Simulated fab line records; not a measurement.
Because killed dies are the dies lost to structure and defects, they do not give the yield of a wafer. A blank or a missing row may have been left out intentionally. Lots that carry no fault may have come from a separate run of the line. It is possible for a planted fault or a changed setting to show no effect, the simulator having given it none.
The tool behind it: which one?	flow n5 finfet	9 lots, 27 wafers sampled, at 5 steps of a route of 1938

== WHAT EACH GAUGE READ, for each wafer ==
N5_BEOL_M4_RC_MEAS_101. Usual: DIBL_N 36.3 mV/V, standard deviation 1.2; DIBL_P 36.3 mV/V, standard deviation 1.4; IOFF_N 0.157 nA/um, standard deviation 0.02; IOFF_P 0.22 nA/um, standard deviation 0.033; ION_N 675 uA/um, standard deviation 9.6; ION_P 465 uA/um, standard deviation 8.2; SS_N 71.4 mV/dec, standard deviation 0.45; SS_P 73.3 mV/dec, standard deviation 0.54; VT_N 249.8 mV, standard deviation 2.5; VT_P -249 mV, standard deviation 3.2.
lot	measured	on	DIBL_N (mV/V)	DIBL_P (mV/V)	IOFF_N (nA/um)	IOFF_P (nA/um)	ION_N (uA/um)	ION_P (uA/um)	SS_N (mV/dec)	SS_P (mV/dec)	VT_N (mV)	VT_P (mV)	flag
L466	day 8 02:21	prober-01	37.2 36.6 35.3	38.5 37.3 36.4	0.169 0.150 0.137	0.23 0.21 0.20	681 676 661	466 467 457	71.4 71.6 71.5	72.8 72.7 73.0	246.2 249.8 251.9	-249 -251 -252	
L468	day 8 19:53	prober-01	34.6 35.1 35.3	34.8 34.9 35.1	0.128 0.132 0.137	0.16 0.17 0.17	665 662 668	455 453 455	71.2 71.7 71.2	72.0 72.3 71.9	251.3 251.7 253.9	-256 -253 -254	
L469	day 9 23:38	prober-01	36.5 37.5 36.6	35.2 37.4 34.6	0.145 0.176 0.138	0.20 0.24 0.19	677 690 674	465 477 460	71.7 71.7 71.2	73.1 73.4 73.4	253.5 246.0 252.7	-251 -247 -251	
L477	day 11 23:50	prober-01	37.4 36.5 36.8	38.5 36.9 36.2	0.178 0.157 0.153	0.21 0.18 0.18	681 669 665	462 459 451	72.0 71.7 72.0	73.6 73.1 73.3	248.4 249.4 250.3	-253 -253 -254	
L480	day 12 12:53	prober-02	37.1 36.4 34.7	37.0 36.4 34.0	0.157 0.154 0.120	0.22 0.21 0.18	666 671 660	459 457 453	71.5 72.1 70.6	74.1 73.0 73.4	250.0 252.0 254.0	-249 -251 -253	
L482	day 12 10:00	prober-02	36.0 36.0 36.0	35.9 36.1 36.1	0.160 0.152 0.159	0.20 0.20 0.20	683 672 685	463 461 463	71.2 71.7 71.2	73.4 72.8 72.5	249.9 249.2 248.5	-250 -252 -251	
L487	day 14 03:20	prober-02	37.2 37.1 35.9	37.3 36.7 34.6	0.186 0.174 0.154	0.26 0.25 0.22	691 683 689	481 473 474	71.4 71.6 70.7	74.0 74.1 73.9	247.1 249.6 253.2	-246 -247 -250	
L488	day 13 19:12	prober-01	35.7 37.4 36.5	36.1 37.9 36.6	0.147 0.182 0.170	0.25 0.28 0.26	673 675 667	469 473 464	71.2 71.5 71.8	73.3 74.0 73.9	249.2 246.1 247.4	-246 -245 -246	
L489	day 14 19:49	prober-02	38.2 34.8 39.5	39.2 34.9 40.7	0.187 0.119 0.208	0.29 0.20 0.34	688 665 685	471 470 478	71.6 70.4 71.7	74.1 72.6 74.1	249.0 251.8 247.2	-242 -248 -243	

== WHAT TOOL EACH LOT RAN ON (gives the tool, then ch and the chambers of the sampled wafers, and finally the start) ==
lot	N5_FIN_SAQP_SPACER1_ALD_24	N5_FIN_SAQP_MANDREL1_REMOVE_56	N5_FIN_SAQP_SPACER2_ETCHBACK_29	N5_FIN_SAQP_ETCH_34
L466	ald sin-01 ch 1,3, day 2 01:51	rie si-02 ch 0,1,3, day 2 02:41	rie diel-03 ch 1,2,3, day 2 05:34	rie diel-06 ch 0,2, day 2 06:01
L468	ald sin-01 ch 0,1, day 2 12:08	rie si-01 ch 0,1,3, day 2 12:56	rie diel-01 ch 0,1,3, day 2 15:29	rie diel-06 ch 0,3, day 2 15:47
L469	ald sin-02 ch 0,1, day 2 23:37	rie si-05 ch 1,2, day 3 00:49	rie diel-03 ch 0,1,3, day 3 03:12	rie diel-03 ch 0,1,2, day 3 03:32
L477	ald sin-01 ch 1,2, day 4 16:21	rie si-05 ch 0,1,2, day 4 17:09	rie diel-06 ch 1,2, day 4 19:26	rie diel-06 ch 0,2,3, day 4 19:55
L480	ald sin-03 ch 1,2,3, day 5 10:49	rie si-05 ch 1,2,3, day 5 11:39	rie diel-01 ch 0,1,2, day 5 13:49	rie diel-06 ch 0,2,3, day 5 14:08
L482	ald sin-01 ch 1,2,3, day 5 22:52	rie si-05 ch 0,2,3, day 5 23:40	rie diel-06 ch 0,2, day 6 01:08	rie diel-01 ch 0,2,3, day 6 01:46
L487	ald sin-02 ch 0,1,3, day 7 06:10	rie si-02 ch 0,2,3, day 7 06:59	rie diel-03 ch 1,2,3, day 7 08:32	rie diel-01 ch 1,2, day 7 08:51
L488	ald sin-01 ch 0,1,3, day 7 12:15	rie si-01 ch 0,1,2, day 7 13:16	rie diel-01 ch 0,2, day 7 14:46	rie diel-03 ch 0,2, day 7 15:05
L489	ald sin-01 ch 0,2,3, day 7 16:57	rie si-01 ch 0,3, day 7 17:50	rie diel-06 ch 0,3, day 7 19:23	rie diel-03 ch 1,2, day 7 19:42
- N5_FIN_SAQP_SPACER1_ALD_24: deposits SiO2, target thk 20.3 nm, pulse time 1 s, purge time 2 s.
- N5_FIN_SAQP_MANDREL1_REMOVE_56: chemistry HBr/Cl2/O2, target a-Si, stops on SiNx, bt time 10 s.
- N5_FIN_SAQP_SPACER2_ETCHBACK_29: etches SiO2 in CHF3/O2, target depth 12.2 nm, time 6.1 s.
- N5_FIN_SAQP_ETCH_34: etches SiO2 in C4F6/O2, target depth 45 nm, time 15 s.

== WHAT THE TOOLS THEMSELVES READ (means of the sampled wafers that have a number; where no wafer has one, the mark that the record gives instead) ==
N5_FIN_SAQP_SPACER1_ALD_24. Usual: heater power w 466 W, standard deviation 51; precursor pulse height rel 1.001, standard deviation 0.019.
lot	tool	heater power w (W)	precursor pulse height rel	flag
L466	ald sin-01	468	1.013	
L468	ald sin-01	474	1.006	
L469	ald sin-02	538	0.992	
L477	ald sin-01	460	1.015	
L480	ald sin-03	460	0.993	
L482	ald sin-01	462	1.006	
L487	ald sin-02	453	0.999	
L488	ald sin-01	470	1.011	
L489	ald sin-01	457	1.002	

N5_FIN_SAQP_MANDREL1_REMOVE_56. Usual: HBr_flow_sccm 150.0 sccm, standard deviation 0.45; drypump motor current A 6.0 A, standard deviation 0.37; mfc cl2 sccm 79.99 sccm, standard deviation 0.25; oes product au 0.990 a.u., standard deviation 0.015; throttle valve pct 36.74 %, standard deviation 0.23.
lot	tool	HBr_flow_sccm (sccm)	drypump motor current A (A)	mfc cl2 sccm (sccm)	oes product au (a.u.)	throttle valve pct (%)	flag
L466	rie si-02	150.1	5.8	80.29	0.994	36.77	
L468	rie si-01	150.3	6.3	79.84	0.991	36.71	
L469	rie si-05	150.0	6.1	80.04	0.985	36.96	
L477	rie si-05	150.1	6.0	79.74	0.992	36.74	
L480	rie si-05	149.6	6.1	80.19	0.995	36.82	
L482	rie si-05	150.2	6.0	79.98	0.985	36.61	
L487	rie si-02	149.8	5.5	79.98	0.988	36.84	
L488	rie si-01	150.2	6.0	79.96	1.005	36.74	
L489	rie si-01	149.7	6.3	79.97	1.003	36.71	

N5_FIN_SAQP_SPACER2_ETCHBACK_29. Usual: drypump motor current A 5.8 A, standard deviation 0.41; oes product au 0.80 a.u., standard deviation 0.08; rf vpp V 525 V, standard deviation 3.9; showerhead plenum p Torr 2.43 Torr, standard deviation 0.069; throttle valve pct 18.94 %, standard deviation 0.27.
lot	tool	drypump motor current A (A)	oes product au (a.u.)	rf vpp V (V)	showerhead plenum p Torr (Torr)	throttle valve pct (%)	flag
L466	rie diel-03	5.5	0.78	522	2.38	18.94	
L468	rie diel-01	5.7	0.74	524	2.40	18.92	
L469	rie diel-03	5.6	0.73	521	2.37	19.02	
L477	rie diel-06	6.5	0.80	526	2.40	19.25	
L480	rie diel-01	5.6	0.85	526	2.44	18.89	
L482	rie diel-06	6.5	0.77	527	2.42	19.22	
L487	rie diel-03	5.5	0.80	524	2.46	18.90	
L488	rie diel-01	5.6	0.84	528	2.41	19.15	
L489	rie diel-06	5.5	0.82	527	2.43	18.82	

N5_FIN_SAQP_ETCH_34. Usual: drypump motor current A 5.8 A, standard deviation 0.43; etch rf on time s 14.94 s, standard deviation 0.22; oes_f_703_au 0.81 a.u., standard deviation 0.075; oes_o_777_au 0.81 a.u., standard deviation 0.074; oes product au 0.70 a.u., standard deviation 0.066; rf fwd power W 336.5 W, standard deviation 0.97; rf vpp V 667 V, standard deviation 5.4; showerhead plenum p Torr 2.87 Torr, standard deviation 0.09; throttle valve pct 21.15 %, standard deviation 0.24.
lot	tool	drypump motor current A (A)	etch rf on time s (s)	oes_f_703_au (a.u.)	oes_o_777_au (a.u.)	oes product au (a.u.)	rf fwd power W (W)	rf vpp V (V)	showerhead plenum p Torr (Torr)	throttle valve pct (%)	flag
L466	rie diel-06	6.4	14.91	0.80	0.80	0.69	336.9	669	2.87	21.36	
L468	rie diel-06	5.5	14.62	0.88	0.88	0.76	336.1	669	2.90	20.93	
L469	rie diel-03	5.8	14.98	0.77	0.77	0.66	335.9	665	2.88	21.16	
L477	rie diel-06	6.0	15.43	0.74	0.75	0.69	308.5	703	2.88	21.15	OFF
L480	rie diel-06	6.0	15.58	0.74	0.74	0.68	308.1	703	2.87	21.17	OFF
L482	rie diel-01	5.8	14.98	0.78	0.77	0.67	336.9	670	2.85	21.18	
L487	rie diel-01	5.8	14.92	0.77	0.77	0.65	336.4	671	2.92	21.07	
L488	rie diel-03	5.9	15.13	0.75	0.76	0.64	335.9	671	2.95	21.32	
L489	rie diel-03	5.7	15.03	0.83	0.84	0.72	336.5	669	2.99	21.05	

== THE ANSWER, worked out from the rows above alone ==
Rule: lot off if the mean of its wafers having a number is beyond 3 standard deviations from the usual mean. A lot without any number at a reading at which 4 lots or more have one is off too. All remaining lots with rows at the step are treated as sound. The gauges are gone through in route order, then the tools' own readings, and for those a lot's mean is taken as printed above. The first step at which some lot is off is used, and at that step the reading that is off furthest; a lot without a number counts as furthest.
Off at N5_FIN_SAQP_ETCH_34 (rf fwd power W): L477, L480.
A tool fits if, at that step or a process step before it, it ran every lot that is off, and no sound lot after the first of them. One fits: N5_FIN_SAQP_ETCH_34 on rie diel-06. A fault onset in the window from L468 (day 2 15:47, its last sound lot) to L477 (day 4 19:55, its first lot off) fits.
The tool's own readings at N5_FIN_SAQP_ETCH_34 bear it out: on the lots that are off they differ by more than 5 times the standard deviation of the sound lots' means. rf fwd power W reads 308.3 W there against 336.4 W on the sound lots; rf vpp V reads 703 V there against 669 V on the sound lots.

== WHAT THE SIMULATOR PUT IN ==
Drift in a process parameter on rie diel-06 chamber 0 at N5_FIN_SAQP_ETCH_34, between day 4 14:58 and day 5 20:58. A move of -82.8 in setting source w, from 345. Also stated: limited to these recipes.
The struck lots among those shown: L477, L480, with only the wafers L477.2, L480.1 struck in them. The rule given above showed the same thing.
